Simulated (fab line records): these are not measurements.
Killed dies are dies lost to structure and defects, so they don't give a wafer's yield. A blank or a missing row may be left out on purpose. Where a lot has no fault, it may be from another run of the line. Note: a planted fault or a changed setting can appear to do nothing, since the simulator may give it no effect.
Chamber matching ; flow nandHarc ; 3 sister chambers for NHARC_P_GATE_DEP_103 on pecvd-04
The step deposits SiON, target thk 30 nm. 3 wafers are shown with their chamber, then 8 later ones without.

== WAFERS WITH THEIR CHAMBER ==
wafer;chamber;heaterPowerW (W)
L873.2;1;765
L873.4;2;847
L884.1;0;619

== WAFERS MISSING THEIR CHAMBER ==
wafer;heaterPowerW (W)
L884.4;611
L884.5;753
L885.1;639
L885.2;878
L885.4;896
L886.2;735
L886.4;792
L886.6;793

== WHICH CHAMBER EACH ONE RAN IN ==
wafer;from the rows above;in truth
L884.4;0;0
L884.5;1;1
L885.1;0;0
L885.2;2;2
L885.4;2;2
L886.2;1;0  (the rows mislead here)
L886.4;can't be placed: 1 or 2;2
L886.6;can't be placed: 1 or 2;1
Placed correctly: 5 of 8. Not placeable from these rows: 2 (in 2, the candidates include the true chamber). Number placed wrongly: 1.
How it was worked out, from the rows above alone: a wafer's distance from a chamber is the root of the sum, over the readings, of the square of ((its reading less the chamber's mean) divided by the reading's scatter). The wafer belongs to the nearest chamber; if the next one is less than 2 further off, it can't be placed. For every chamber, the mean is computed from those of its wafers that are shown. The scatter: with one shown wafer a chamber, the root of the mean of the squares of how far each hidden wafer lies from its nearest shown one.
